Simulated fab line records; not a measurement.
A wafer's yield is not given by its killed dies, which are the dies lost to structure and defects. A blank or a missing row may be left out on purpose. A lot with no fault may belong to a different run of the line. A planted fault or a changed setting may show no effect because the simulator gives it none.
fab line records ; flow nand_harc
[record] lots = 24; wafers = 72; last_day = 33
route steps=1302 shown A_CONTACT@1005
lots with no fault: from the same line, run without faults
start_h: hours from the record's first day to the start of the lot's first wafer shown ; wait_h: hours elapsed since this lot's preceding step ; " unchanged from the row above ; L1.1+2: a single row standing in for several wafers ; - no value present, or no start provided ; * or withheld: withheld ; < > ~ a bound
route shown NAME@n: names a module that has steps shown in the file, with the first one's number in the route ; usual: mean and standard deviation over wafers with no fault ; same: alike in all rows ; chamber/n: place in a boat ; sites: readings site by site ; _std_site: how widely they spread, as a standard deviation ; _edge_site: mean of outer sites minus mean of inner sites ; radius_mm: for every site, how far away it sits from the centre of the wafer ; mask NAME#n: copy n ; behind: tool/chamber where the wafer was last shaped ; hold: cause of the lot's hold/its duration in hours/its outcome ; device: the n, p or np transistor that did not switch ; end of line: at the end of the route, the tests of the same wafers ; step lacking rows: just its recipe ; killed: not the wafer's yield, but the dies lost to structure and defects at the first sort ; map: per-die view of a wafer (x killed, . not killed, _ where there is no die)
set.NAME: the setting the step ran with; set.NAME@STEP: the setting that earlier step ran with ; model.NAME: the simulator's own value behind a step, which no gauge read
one table for each step of the route and one row for each wafer, over a sample of lots
services: when a tool's chamber went out of use (start_h, in hours from the record's first day, below 0 if earlier), for how many hours, and the reason
[[steps]]
[step NHARC_A_CONTACT_ETCH_111]
[recipe] source_w = withheld; pressure_mtorr = 20; bias_v = withheld; time_s = 140; target_depth_a = 7000; ar_flow_sccm = withheld; c4f8_flow_sccm = withheld; o2_flow_sccm = withheld; chemistry = C4F8/O2/Ar
[same] time_s = 140
lot.wafer;tool;chamber;start_h;wait_h;rf_hours_counter_h
L074.1;har_cap_etch-01;1;495.84;-;126
L074.6;har_cap_etch-01;0;495.84;-;-
L074.5;har_cap_etch-01;1;495.84;-;-
L075.1;har_cap_etch-03;0;509.77;-;46
L075.3;har_cap_etch-03;0;509.77;-;-
L075.4;har_cap_etch-03;1;509.77;-;-
L077.1;har_cap_etch-02;0;511.88;-;84
L077.2;har_cap_etch-02;1;511.88;-;84
L077.6;har_cap_etch-02;1;511.88;-;-
L078.2;har_cap_etch-02;1;521.67;-;87
L078.4;har_cap_etch-02;0;521.67;-;-
L078.5;har_cap_etch-02;0;521.67;-;-
L076.1;har_cap_etch-01;0;521.80;-;1
L076.3;har_cap_etch-01;1;521.80;-;-
L076.5;har_cap_etch-01;1;521.80;-;-
L079.3;har_cap_etch-02;0;557.37;-;-
L079.6;har_cap_etch-02;0;557.37;-;-
L079.5;har_cap_etch-02;1;557.37;-;-
L080.1;har_cap_etch-01;0;557.75;-;7
L080.4;har_cap_etch-01;1;557.75;-;-
L080.5;har_cap_etch-01;0;557.75;-;-
L082.1;har_cap_etch-03;1;567.25;-;55
L082.3;har_cap_etch-03;1;567.25;-;-
L082.6;har_cap_etch-03;0;567.25;-;-
L081.4;har_cap_etch-02;0;571.55;-;-
L081.3;har_cap_etch-02;1;571.55;-;-
L081.5;har_cap_etch-02;1;571.55;-;-
L085.3;har_cap_etch-02;0;603.47;-;-
L085.5;har_cap_etch-02;1;603.47;-;-
L085.6;har_cap_etch-02;0;603.47;-;-
L083.1;har_cap_etch-01;1;604.22;-;13
L083.4;har_cap_etch-01;0;604.22;-;-
L083.5;har_cap_etch-01;0;604.22;-;-
L086.2;har_cap_etch-02;1;608.77;-;102
L086.4;har_cap_etch-02;1;608.77;-;-
L086.5;har_cap_etch-02;0;608.77;-;-
L084.4;har_cap_etch-03;0;608.80;-;-
L084.3;har_cap_etch-03;1;608.80;-;-
L084.6;har_cap_etch-03;1;608.80;-;-
L087.2;har_cap_etch-03;0;629.76;-;67
L087.5;har_cap_etch-03;0;629.76;-;-
L087.6;har_cap_etch-03;1;629.76;-;-
L091.2;har_cap_etch-01;0;639.04;-;21
L091.3;har_cap_etch-01;1;639.04;-;-
L091.5;har_cap_etch-01;1;639.04;-;-
L088.4;har_cap_etch-03;0;639.95;1.3;-
L088.5;har_cap_etch-03;0;639.95;1.3;-
L088.6;har_cap_etch-03;1;639.95;1.3;-
L090.2;har_cap_etch-02;1;645.83;-;110
L090.4;har_cap_etch-02;0;645.83;-;-
L090.5;har_cap_etch-02;1;645.83;-;-
L089.4;har_cap_etch-02;0;652.69;-;-
L089.6;har_cap_etch-02;1;652.69;-;-
L089.5;har_cap_etch-02;0;652.69;-;-
L092.3;har_cap_etch-01;1;663.13;-;-
L092.5;har_cap_etch-01;1;663.13;-;-
L092.6;har_cap_etch-01;0;663.13;-;-
L093.1;har_cap_etch-01;0;690.73;-;31
L093.5;har_cap_etch-01;0;690.73;-;-
L093.6;har_cap_etch-01;1;690.73;-;-
L094.2;har_cap_etch-03;1;701.69;-;79
L094.4;har_cap_etch-03;1;701.69;-;-
L094.6;har_cap_etch-03;0;701.69;-;-
L096.2;har_cap_etch-01;1;703.77;-;33
L096.3;har_cap_etch-01;1;703.77;-;-
L096.5;har_cap_etch-01;0;703.77;-;-
L095.3;har_cap_etch-02;1;706.09;-;-
L095.5;har_cap_etch-02;0;706.09;-;-
L095.6;har_cap_etch-02;1;706.09;-;-
L097.2;har_cap_etch-03;1;711.53;-;81
L097.3;har_cap_etch-03;1;711.53;-;-
L097.5;har_cap_etch-03;1;711.53;-;-
[step NHARC_A_CONTACT_ETCH_120]
[recipe] source_w = withheld; pressure_mtorr = 20; bias_v = 3000; time_s = 190; target_depth_a = 18500; ar_flow_sccm = withheld; c4f8_flow_sccm = withheld; o2_flow_sccm = withheld; chemistry = C4F8/O2/Ar
[same] time_s = 190
lot.wafer;tool;chamber;start_h;wait_h;rf_hours_counter_h
L074.1;har_cap_etch-01;1;497.40;0.1;127
L074.6;har_cap_etch-01;0;497.40;0.1;-
L074.5;har_cap_etch-01;1;497.40;0.1;-
L075.1;har_cap_etch-03;0;511.33;0.1;47
L075.3;har_cap_etch-03;0;511.33;0.1;-
L075.4;har_cap_etch-03;1;511.33;0.1;-
L077.1;har_cap_etch-02;0;513.45;0.1;86
L077.2;har_cap_etch-02;1;513.45;0.1;86
L077.6;har_cap_etch-02;1;513.45;0.1;-
L078.2;har_cap_etch-02;1;523.24;0.1;88
L078.4;har_cap_etch-02;0;523.24;0.1;-
L078.5;har_cap_etch-02;0;523.24;0.1;-
L076.1;har_cap_etch-01;0;523.36;0.1;3
L076.3;har_cap_etch-01;1;523.36;0.1;-
L076.5;har_cap_etch-01;1;523.36;0.1;-
L079.3;har_cap_etch-02;0;558.93;0.1;-
L079.6;har_cap_etch-02;0;558.93;0.1;-
L079.5;har_cap_etch-02;1;558.93;0.1;-
L080.1;har_cap_etch-01;0;559.31;0.1;8
L080.4;har_cap_etch-01;1;559.31;0.1;-
L080.5;har_cap_etch-01;0;559.31;0.1;-
L082.1;har_cap_etch-03;1;568.81;0.1;56
L082.3;har_cap_etch-03;1;568.81;0.1;-
L082.6;har_cap_etch-03;0;568.81;0.1;-
L081.4;har_cap_etch-02;0;573.11;0.1;-
L081.3;har_cap_etch-02;1;573.11;0.1;-
L081.5;har_cap_etch-02;1;573.11;0.1;-
L085.3;har_cap_etch-02;0;605.03;0.1;-
L085.5;har_cap_etch-02;1;605.03;0.1;-
L085.6;har_cap_etch-02;0;605.03;0.1;-
L083.1;har_cap_etch-01;1;605.78;0.1;15
L083.4;har_cap_etch-01;0;605.78;0.1;-
L083.5;har_cap_etch-01;0;605.78;0.1;-
L086.2;har_cap_etch-02;1;610.35;0.1;103
L086.4;har_cap_etch-02;1;610.35;0.1;-
L086.5;har_cap_etch-02;0;610.35;0.1;-
L084.4;har_cap_etch-03;0;610.35;0.1;-
L084.3;har_cap_etch-03;1;610.35;0.1;-
L084.6;har_cap_etch-03;1;610.35;0.1;-
L087.2;har_cap_etch-03;0;631.32;0.1;68
L087.5;har_cap_etch-03;0;631.32;0.1;-
L087.6;har_cap_etch-03;1;631.32;0.1;-
L091.2;har_cap_etch-01;0;640.61;0.1;22
L091.3;har_cap_etch-01;1;640.61;0.1;-
L091.5;har_cap_etch-01;1;640.61;0.1;-
L088.4;har_cap_etch-03;0;641.51;0.1;-
L088.5;har_cap_etch-03;0;641.51;0.1;-
L088.6;har_cap_etch-03;1;641.51;0.1;-
L090.2;har_cap_etch-02;1;647.39;0.1;112
L090.4;har_cap_etch-02;0;647.39;0.1;-
L090.5;har_cap_etch-02;1;647.39;0.1;-
L089.4;har_cap_etch-02;0;654.24;0.1;-
L089.6;har_cap_etch-02;1;654.24;0.1;-
L089.5;har_cap_etch-02;0;654.24;0.1;-
L092.3;har_cap_etch-01;1;664.68;0.1;-
L092.5;har_cap_etch-01;1;664.68;0.1;-
L092.6;har_cap_etch-01;0;664.68;0.1;-
L093.1;har_cap_etch-01;0;692.30;0.1;32
L093.5;har_cap_etch-01;0;692.30;0.1;-
L093.6;har_cap_etch-01;1;692.30;0.1;-
L094.2;har_cap_etch-03;1;703.26;0.1;80
L094.4;har_cap_etch-03;1;703.26;0.1;-
L094.6;har_cap_etch-03;0;703.26;0.1;-
L096.2;har_cap_etch-01;1;705.33;0.1;34
L096.3;har_cap_etch-01;1;705.33;0.1;-
L096.5;har_cap_etch-01;0;705.33;0.1;-
L095.3;har_cap_etch-02;1;707.64;0.1;-
L095.5;har_cap_etch-02;0;707.64;0.1;-
L095.6;har_cap_etch-02;1;707.64;0.1;-
L097.2;har_cap_etch-03;1;713.09;0.1;82
L097.3;har_cap_etch-03;1;713.09;0.1;-
L097.5;har_cap_etch-03;1;713.09;0.1;-
[step NHARC_A_CONTACT_CD_MEAS_53]
[usual] cd_nm = 289.5/0.9
lot.wafer;tool;chamber;start_h;wait_h;cd_nm
L074.1;cd_sem-03;-;499.09;-;289.9
L074.5;cd_sem-03;-;499.09;-;290.7
L074.6;cd_sem-03;-;499.09;-;289.6
L075.1;cd_sem-01;-;513.05;-;288.6
L075.3;cd_sem-01;-;513.05;-;288.1
L075.4;cd_sem-01;-;513.05;-;288.9
L077.1;cd_sem-02;-;515.15;-;287.4
L077.2;cd_sem-02;-;515.15;-;286.8
L077.6;cd_sem-02;-;515.15;-;287.5
L078.2;cd_sem-03;-;524.94;-;290.4
L078.4;cd_sem-03;-;524.94;-;290.4
L078.5;cd_sem-03;-;524.94;-;290.5
L076.1;cd_sem-03;-;525.04;-;289.7
L076.3;cd_sem-03;-;525.04;-;289.7
L076.5;cd_sem-03;-;525.04;-;289.3
L079.3;cd_sem-03;-;560.58;-;289.6
L079.5;cd_sem-03;-;560.58;-;288.7
L079.6;cd_sem-03;-;560.58;-;289.0
L080.1;cd_sem-01;-;561.06;-;288.9
L080.4;cd_sem-01;-;561.06;-;289.3
L080.5;cd_sem-01;-;561.06;-;289.2
L082.1;cd_sem-03;-;570.53;-;288.1
L082.3;cd_sem-03;-;570.53;-;288.2
L082.6;cd_sem-03;-;570.53;-;288.7
L081.3;cd_sem-01;-;574.77;-;291.2
L081.4;cd_sem-01;-;574.77;-;290.3
L081.5;cd_sem-01;-;574.77;-;290.8
L085.3;cd_sem-03;-;606.66;-;289.7
L085.5;cd_sem-03;-;606.66;-;290.1
L085.6;cd_sem-03;-;606.66;-;290.1
L083.1;cd_sem-01;-;607.48;-;288.4
L083.4;cd_sem-01;-;607.48;-;288.4
L083.5;cd_sem-01;-;607.48;-;288.7
L084.3;cd_sem-01;-;612.00;-;289.7
L084.4;cd_sem-01;-;612.00;-;289.9
L084.6;cd_sem-01;-;612.00;-;289.7
L086.2;cd_sem-03;-;612.06;-;289.6
L086.4;cd_sem-03;-;612.06;-;289.5
L086.5;cd_sem-03;-;612.06;-;290.0
L087.2;cd_sem-01;-;633.03;-;290.1
L087.5;cd_sem-01;-;633.03;-;290.0
L087.6;cd_sem-01;-;633.03;-;290.0
L091.2;cd_sem-02;-;642.42;0.1;289.7
L091.3;cd_sem-02;-;642.42;0.1;289.8
L091.5;cd_sem-02;-;642.42;0.1;290.3
L088.4;cd_sem-03;-;643.62;0.1;289.4
L088.5;cd_sem-03;-;643.62;0.1;289.7
L088.6;cd_sem-03;-;643.62;0.1;288.8
L090.2;cd_sem-03;-;649.11;-;290.3
L090.4;cd_sem-03;-;649.11;-;290.2
L090.5;cd_sem-03;-;649.11;-;290.2
L089.4;cd_sem-02;-;656.18;-;290.4
L089.5;cd_sem-02;-;656.18;-;289.6
L089.6;cd_sem-02;-;656.18;-;289.9
L092.3;cd_sem-02;-;666.33;-;290.3
L092.5;cd_sem-02;-;666.33;-;290.3
L092.6;cd_sem-02;-;666.33;-;289.7
L093.1;cd_sem-02;-;694.00;-;289.7
L093.5;cd_sem-02;-;694.00;-;289.7
L093.6;cd_sem-02;-;694.00;-;290.4
L094.2;cd_sem-03;-;705.03;-;290.2
L094.4;cd_sem-03;-;705.03;-;290.0
L094.6;cd_sem-03;-;705.03;-;290.2
L096.2;cd_sem-03;-;707.02;-;289.5
L096.3;cd_sem-03;-;707.02;-;289.5
L096.5;cd_sem-03;-;707.02;-;289.2
L095.3;cd_sem-03;-;709.27;-;289.9
L095.5;cd_sem-03;-;709.27;-;290.3
L095.6;cd_sem-03;-;709.27;-;290.2
L097.2;cd_sem-03;-;714.77;-;287.3
L097.3;cd_sem-03;-;714.77;-;288.3
L097.5;cd_sem-03;-;714.77;-;287.7
[step NHARC_A_CONTACT_ETCH_78]
[recipe] target_depth_a = 53000; over_etch_frac = 0.3; time_s = 1378; ion_energy_ev = 150; o2_flow_sccm = 400; cos_flow_sccm = 20; ar_flow_sccm = 0; rf_w = 500; bias_w = 300; chemistry = O2/COS
[usual] drypump_motor_current_A = 6.08/0.25; o2_flow_sccm = 400.1/1.2; oes_product_au = 1.000/0.0074; rf_vpp_V = 314.1/1.9; showerhead_plenum_p_Torr = 3.12/0.12; throttle_valve_pct = 28.330/0.0087
[same] time_s = 1378
lot.wafer;tool;chamber;start_h;wait_h;drypump_motor_current_A;o2_flow_sccm;oes_product_au;rf_hours_counter_h;rf_vpp_V;showerhead_plenum_p_Torr;throttle_valve_pct
L074.1;rie_diel-12;0;-;-;6.20;401.6;1.004;17;311.0;3.01;28.328
L074.6;rie_diel-12;0;-;-;6.22;402.6;0.999;-;312.7;3.01;28.316
L074.5;rie_diel-12;1;-;-;6.26;398.4;1.003;-;316.6;3.36;28.323
L075.4;rie_diel-10;1;-;-;5.69;399.1;0.992;13;312.7;3.07;28.335
L075.3;rie_diel-10;2;-;-;6.26;399.9;0.997;14;313.2;3.09;28.340
L075.1;rie_diel-10;0;-;-;6.16;399.8;1.009;13;314.2;3.19;28.327
L077.2;rie_diel-10;2;-;-;6.24;400.1;0.998;17;314.3;3.08;28.318
L077.1;rie_diel-10;3;-;-;5.81;399.1;1.001;16;312.8;3.04;28.328
L077.6;rie_diel-10;0;-;-;6.15;401.5;1.008;-;315.9;3.19;28.343
L078.4;rie_diel-10;0;-;-;6.18;398.9;1.019;16;315.6;3.19;28.343
L078.2;rie_diel-10;3;-;-;5.80;399.9;0.998;17;313.0;3.04;28.331
L078.5;rie_diel-10;1;-;-;5.69;400.8;1.009;-;314.9;3.06;28.317
L076.1;rie_diel-12;3;-;-;5.87;400.2;0.999;25;316.6;3.32;28.333
L076.3;rie_diel-12;1;-;-;6.26;402.1;1.003;28;316.9;3.36;28.343
L076.5;rie_diel-12;3;-;-;5.89;400.4;0.999;-;317.6;3.32;28.336
L079.3;rie_diel-12;1;-;-;6.21;401.3;1.009;44;317.7;3.35;28.342
L079.6;rie_diel-12;0;-;-;6.21;400.6;1.002;-;311.1;3.00;28.332
L079.5;rie_diel-12;1;-;-;6.25;400.5;0.998;-;317.5;3.35;28.339
L080.4;rie_diel-10;2;-;-;6.23;401.1;0.998;25;314.0;3.08;28.329
L080.1;rie_diel-10;3;-;-;5.79;399.6;1.006;23;313.2;3.04;28.328
L080.5;rie_diel-10;2;-;-;6.24;401.5;1.014;-;314.0;3.08;28.329
L082.1;rie_diel-12;3;-;-;5.90;399.1;1.003;49;317.2;3.31;28.338
L082.3;rie_diel-12;0;-;-;6.22;401.2;1.002;44;311.4;3.00;28.330
L082.6;rie_diel-12;3;-;-;5.89;400.4;0.999;-;317.1;3.31;28.309
L081.4;rie_diel-10;2;-;-;6.26;400.0;1.006;27;314.5;3.08;28.325
L081.3;rie_diel-10;3;-;-;5.82;398.8;0.991;25;312.1;3.04;28.333
L081.5;rie_diel-10;1;-;-;5.68;400.8;0.993;-;312.8;3.06;28.339
L085.3;rie_diel-10;1;-;-;5.65;398.8;0.997;2;314.8;3.06;28.323
L085.5;rie_diel-10;1;-;-;5.67;401.3;0.986;-;315.0;3.06;28.330
L085.6;rie_diel-10;2;-;-;6.29;401.0;0.997;-;313.7;3.08;28.351
L083.1;rie_diel-10;0;-;-;6.16;396.7;1.010;2;315.9;3.18;28.329
L083.4;rie_diel-10;1;-;-;5.64;400.6;1.006;3;314.4;3.06;28.336
L083.5;rie_diel-10;1;-;-;5.66;399.8;0.998;-;313.6;3.06;28.344
L084.3;rie_diel-13;2;-;-;5.99;401.6;1.013;29;315.7;3.11;28.344
L084.4;rie_diel-13;0;-;-;5.98;399.6;1.004;33;314.1;3.11;28.328
L084.6;rie_diel-13;2;-;-;6.01;402.3;1.006;-;314.2;3.11;28.319
L086.2;rie_diel-12;1;-;-;6.24;400.9;0.997;60;317.8;3.34;28.323
L086.4;rie_diel-12;3;-;-;5.87;401.3;0.989;60;316.3;3.31;28.338
L086.5;rie_diel-12;0;-;-;6.22;397.7;1.002;-;311.4;2.99;28.322
L087.2;rie_diel-13;3;-;-;6.65;400.3;0.993;37;311.7;2.96;28.321
L087.6;rie_diel-13;2;-;-;5.97;398.5;0.995;-;313.4;3.10;28.336
L087.5;rie_diel-13;3;-;-;6.63;399.8;0.990;-;312.2;2.96;28.334
L091.2;rie_diel-12;3;-;-;5.90;400.6;0.989;8;316.6;3.30;28.338
L091.3;rie_diel-12;1;-;-;6.26;399.6;0.991;6;316.2;3.34;28.329
L091.5;rie_diel-12;3;-;-;5.90;402.8;0.993;-;317.2;3.30;28.333
L088.4;rie_diel-13;2;-;-;6.00;399.4;1.015;39;315.2;3.10;28.328
L088.5;rie_diel-13;0;-;-;5.97;399.2;1.014;-;314.7;3.10;28.316
L088.6;rie_diel-13;1;-;-;6.45;398.6;1.003;-;317.8;3.35;28.328
L090.2;rie_diel-10;2;-;-;6.23;398.9;0.985;12;313.6;3.07;28.322
L090.4;rie_diel-10;1;-;-;5.65;397.0;0.988;7;312.6;3.05;28.344
L090.5;rie_diel-10;2;-;-;6.25;396.4;1.000;-;313.8;3.07;28.331
L089.4;rie_diel-13;1;-;-;6.41;398.8;0.995;41;317.0;3.35;28.331
L089.6;rie_diel-13;2;-;-;5.96;400.6;1.004;-;311.0;3.10;28.325
L089.5;rie_diel-13;3;-;-;6.60;399.5;0.998;-;310.2;2.95;28.330
L092.3;rie_diel-10;3;-;-;5.83;399.6;0.996;11;313.4;3.03;28.330
L092.5;rie_diel-10;0;-;-;6.19;400.8;1.005;-;314.8;3.18;28.333
L092.6;rie_diel-10;1;-;-;5.70;401.1;0.994;-;313.2;3.05;28.326
L093.1;rie_diel-12;0;-;-;6.20;402.5;1.002;21;311.7;2.98;28.332
L093.6;rie_diel-12;1;-;-;6.23;399.7;0.987;-;317.2;3.33;28.332
L093.5;rie_diel-12;2;-;-;6.32;399.6;1.001;-;313.6;3.04;28.340
L094.2;rie_diel-10;2;-;-;6.23;399.1;1.000;22;312.7;3.07;28.340
L094.4;rie_diel-10;1;-;-;5.66;399.4;0.993;17;312.5;3.05;28.324
L094.6;rie_diel-10;3;-;-;5.83;399.9;1.000;-;312.9;3.03;28.340
L096.2;rie_diel-10;0;-;-;6.15;400.1;0.994;23;315.2;3.17;28.322
L096.3;rie_diel-10;3;-;-;5.82;398.8;0.991;19;313.2;3.03;28.322
L096.5;rie_diel-10;0;-;-;6.17;400.4;1.009;-;314.5;3.17;28.320
L095.3;rie_diel-12;2;-;-;6.34;401.4;1.004;31;314.8;3.03;28.332
L095.5;rie_diel-12;0;-;-;6.21;401.4;1.003;-;313.8;2.98;28.338
L095.6;rie_diel-12;1;-;-;6.24;401.5;0.995;-;317.0;3.33;28.343
L097.3;rie_diel-10;2;-;-;6.26;400.8;0.993;24;314.5;3.07;28.328
L097.2;rie_diel-10;1;-;-;5.68;399.4;0.991;19;313.5;3.05;28.341
L097.5;rie_diel-10;2;-;-;6.28;399.9;0.996;-;312.8;3.07;28.330
[step NHARC_A_CONTACT_ETCH_126]
[recipe] source_w = withheld; pressure_mtorr = 20; bias_v = 3000; time_s = 197; target_depth_a = 19180; ar_flow_sccm = withheld; c4f8_flow_sccm = withheld; o2_flow_sccm = withheld; chemistry = C4F8/O2/Ar
[same] time_s = 197
lot.wafer;tool;chamber;start_h;wait_h;rf_hours_counter_h
L074.1;har_cap_etch-02;1;508.67;0.1;82
L074.5;har_cap_etch-02;0;508.67;0.1;-
L074.6;har_cap_etch-02;1;508.67;0.1;-
L075.1;har_cap_etch-03;1;520.07;0.1;48
L075.4;har_cap_etch-03;0;520.07;0.1;-
L075.3;har_cap_etch-03;1;520.07;0.1;-
L077.1;har_cap_etch-03;1;524.94;0.1;50
L077.2;har_cap_etch-03;0;524.94;0.1;50
L077.6;har_cap_etch-03;0;524.94;0.1;-
L078.2;har_cap_etch-01;1;531.86;0.1;4
L078.4;har_cap_etch-01;0;531.86;0.1;-
L078.5;har_cap_etch-01;0;531.86;0.1;-
L076.1;har_cap_etch-03;0;532.42;0.2;52
L076.3;har_cap_etch-03;1;532.42;0.2;-
L076.5;har_cap_etch-03;0;532.42;0.2;-
L079.3;har_cap_etch-01;0;572.96;0.1;-
L079.6;har_cap_etch-01;1;572.96;0.1;-
L079.5;har_cap_etch-01;0;572.96;0.1;-
L080.1;har_cap_etch-03;1;573.12;0.1;57
L080.4;har_cap_etch-03;1;573.12;0.1;-
L080.5;har_cap_etch-03;0;573.12;0.1;-
L082.1;har_cap_etch-03;0;581.62;0.1;59
L082.3;har_cap_etch-03;1;581.62;0.1;-
L082.6;har_cap_etch-03;0;581.62;0.1;-
L081.4;har_cap_etch-02;0;582.22;0.1;-
L081.3;har_cap_etch-02;1;582.22;0.1;-
L081.5;har_cap_etch-02;1;582.22;0.1;-
L085.3;har_cap_etch-01;0;616.30;0.1;-
L085.6;har_cap_etch-01;1;616.30;0.1;-
L085.5;har_cap_etch-01;0;616.30;0.1;-
L083.1;har_cap_etch-03;1;618.15;0.1;64
L083.4;har_cap_etch-03;0;618.15;0.1;-
L083.5;har_cap_etch-03;0;618.15;0.1;-
L084.3;har_cap_etch-02;0;619.57;0.1;-
L084.4;har_cap_etch-02;1;619.57;0.1;-
L084.6;har_cap_etch-02;0;619.57;0.1;-
L086.2;har_cap_etch-01;1;621.32;0.1;18
L086.4;har_cap_etch-01;0;621.32;0.1;-
L086.5;har_cap_etch-01;0;621.32;0.1;-
L087.2;har_cap_etch-02;0;640.03;0.1;109
L087.6;har_cap_etch-02;0;640.03;0.1;-
L087.5;har_cap_etch-02;1;640.03;0.1;-
L091.2;har_cap_etch-01;0;649.68;0.1;23
L091.3;har_cap_etch-01;0;649.68;0.1;-
L091.5;har_cap_etch-01;1;649.68;0.1;-
L088.4;har_cap_etch-03;0;653.28;0.1;-
L088.6;har_cap_etch-03;0;653.28;0.1;-
L088.5;har_cap_etch-03;1;653.28;0.1;-
L090.2;har_cap_etch-01;1;656.58;0.1;25
L090.4;har_cap_etch-01;1;656.58;0.1;-
L090.5;har_cap_etch-01;0;656.58;0.1;-
L089.4;har_cap_etch-02;1;668.15;0.1;-
L089.6;har_cap_etch-02;0;668.15;0.1;-
L089.5;har_cap_etch-02;1;668.15;0.1;-
L092.3;har_cap_etch-01;0;675.51;0.1;-
L092.5;har_cap_etch-01;0;675.51;0.1;-
L092.6;har_cap_etch-01;1;675.51;0.1;-
L093.1;har_cap_etch-02;0;702.69;0.1;119
L093.5;har_cap_etch-02;1;702.69;0.1;-
L093.6;har_cap_etch-02;0;702.69;0.1;-
L094.2;har_cap_etch-02;0;714.92;0.1;123
L094.4;har_cap_etch-02;0;714.92;0.1;-
L094.6;har_cap_etch-02;0;714.92;0.1;-
L096.2;har_cap_etch-03;1;717.90;0.1;84
L096.3;har_cap_etch-03;1;717.90;0.1;-
L096.5;har_cap_etch-03;0;717.90;0.1;-
L095.3;har_cap_etch-01;0;719.10;0.1;-
L095.6;har_cap_etch-01;1;719.10;0.1;-
L095.5;har_cap_etch-01;0;719.10;0.1;-
L097.2;har_cap_etch-03;1;723.27;0.1;85
L097.3;har_cap_etch-03;1;723.27;0.1;-
L097.5;har_cap_etch-03;0;723.27;0.1;-
[step NHARC_A_CONTACT_ETCH_129]
[recipe] source_w = withheld; pressure_mtorr = 20; bias_v = 3000; time_s = 197; target_depth_a = 19180; ar_flow_sccm = withheld; c4f8_flow_sccm = withheld; o2_flow_sccm = withheld; chemistry = C4F8/O2/Ar
[same] time_s = 197
lot.wafer;tool;chamber;start_h;wait_h;rf_hours_counter_h
L074.1;har_cap_etch-02;1;509.20;0.1;82
L074.5;har_cap_etch-02;0;509.20;0.1;-
L074.6;har_cap_etch-02;1;509.20;0.1;-
L075.1;har_cap_etch-03;1;520.60;0.1;49
L075.4;har_cap_etch-03;0;520.60;0.1;-
L075.3;har_cap_etch-03;1;520.60;0.1;-
L077.1;har_cap_etch-03;1;525.60;0.2;50
L077.2;har_cap_etch-03;0;525.60;0.2;50
L077.6;har_cap_etch-03;0;525.60;0.2;-
L078.2;har_cap_etch-01;1;532.39;0.1;4
L078.4;har_cap_etch-01;0;532.39;0.1;-
L078.5;har_cap_etch-01;0;532.39;0.1;-
L076.1;har_cap_etch-03;0;532.96;0.1;52
L076.3;har_cap_etch-03;1;532.96;0.1;-
L076.5;har_cap_etch-03;0;532.96;0.1;-
L079.3;har_cap_etch-01;0;573.49;0.1;-
L079.6;har_cap_etch-01;1;573.49;0.1;-
L079.5;har_cap_etch-01;0;573.49;0.1;-
L080.1;har_cap_etch-03;1;573.65;0.1;58
L080.4;har_cap_etch-03;1;573.65;0.1;-
L080.5;har_cap_etch-03;0;573.65;0.1;-
L082.1;har_cap_etch-03;0;582.15;0.1;59
L082.3;har_cap_etch-03;1;582.15;0.1;-
L082.6;har_cap_etch-03;0;582.15;0.1;-
L081.4;har_cap_etch-02;0;582.74;0.1;-
L081.3;har_cap_etch-02;1;582.74;0.1;-
L081.5;har_cap_etch-02;1;582.74;0.1;-
L085.3;har_cap_etch-01;0;616.83;0.1;-
L085.6;har_cap_etch-01;1;616.83;0.1;-
L085.5;har_cap_etch-01;0;616.83;0.1;-
L083.1;har_cap_etch-03;1;618.68;0.1;65
L083.4;har_cap_etch-03;0;618.68;0.1;-
L083.5;har_cap_etch-03;0;618.68;0.1;-
L084.3;har_cap_etch-02;0;620.10;0.1;-
L084.4;har_cap_etch-02;1;620.10;0.1;-
L084.6;har_cap_etch-02;0;620.10;0.1;-
L086.2;har_cap_etch-01;1;621.84;0.1;18
L086.4;har_cap_etch-01;0;621.84;0.1;-
L086.5;har_cap_etch-01;0;621.84;0.1;-
L087.2;har_cap_etch-02;0;640.56;0.1;109
L087.6;har_cap_etch-02;0;640.56;0.1;-
L087.5;har_cap_etch-02;1;640.56;0.1;-
L091.2;har_cap_etch-01;0;650.21;0.1;24
L091.3;har_cap_etch-01;0;650.21;0.1;-
L091.5;har_cap_etch-01;1;650.21;0.1;-
L088.4;har_cap_etch-03;0;653.81;0.1;-
L088.6;har_cap_etch-03;0;653.81;0.1;-
L088.5;har_cap_etch-03;1;653.81;0.1;-
L090.2;har_cap_etch-01;1;657.11;0.1;25
L090.4;har_cap_etch-01;1;657.11;0.1;-
L090.5;har_cap_etch-01;0;657.11;0.1;-
L089.4;har_cap_etch-02;1;668.68;0.1;-
L089.6;har_cap_etch-02;0;668.68;0.1;-
L089.5;har_cap_etch-02;1;668.68;0.1;-
L092.3;har_cap_etch-01;0;676.04;0.1;-
L092.5;har_cap_etch-01;0;676.04;0.1;-
L092.6;har_cap_etch-01;1;676.04;0.1;-
L093.1;har_cap_etch-02;0;703.22;0.1;120
L093.5;har_cap_etch-02;1;703.22;0.1;-
L093.6;har_cap_etch-02;0;703.22;0.1;-
L094.2;har_cap_etch-02;0;715.45;0.2;124
L094.4;har_cap_etch-02;0;715.45;0.2;-
L094.6;har_cap_etch-02;0;715.45;0.2;-
L096.2;har_cap_etch-03;1;718.44;0.1;84
L096.3;har_cap_etch-03;1;718.44;0.1;-
L096.5;har_cap_etch-03;0;718.44;0.1;-
L095.3;har_cap_etch-01;0;719.63;0.1;-
L095.6;har_cap_etch-01;1;719.63;0.1;-
L095.5;har_cap_etch-01;0;719.63;0.1;-
L097.2;har_cap_etch-03;1;723.80;0.1;86
L097.3;har_cap_etch-03;1;723.80;0.1;-
L097.5;har_cap_etch-03;0;723.80;0.1;-
[[services]]
tool;chamber;start_h;hours;kind
rie_diel-10;0;477.72;-;clean
rie_diel-10;1;477.72;-;clean
rie_diel-10;2;477.72;-;clean
rie_diel-10;3;477.72;-;clean
rie_diel-12;-;488.80;1.9;repair
har_cap_etch-01;-;498.41;17.0;pm
har_cap_etch-01;0;498.41;17.0;vent_cycle
har_cap_etch-01;1;498.41;17.0;vent_cycle
rie_diel-10;0;502.22;-;clean
rie_diel-10;1;502.22;-;clean
rie_diel-12;2;505.50;4.2;repair
har_cap_etch-01;0;515.41;-;clean
har_cap_etch-01;0;515.41;-;consumable_replace:focus_ring
har_cap_etch-01;1;515.41;-;clean
rie_diel-13;-;519.08;9.0;pm
har_cap_etch-02;-;562.06;1.1;repair
har_cap_etch-02;-;585.38;0.2;repair
rie_diel-10;-;596.72;9.0;pm
rie_diel-12;-;623.18;9.0;pm
rie_diel-10;1;624.97;18.9;repair
rie_diel-10;3;634.00;16.1;repair
rie_diel-13;3;668.17;6.5;repair
rie_diel-12;0;685.69;1.4;repair
rie_diel-13;-;696.11;9.0;pm
[[key]]
fault none
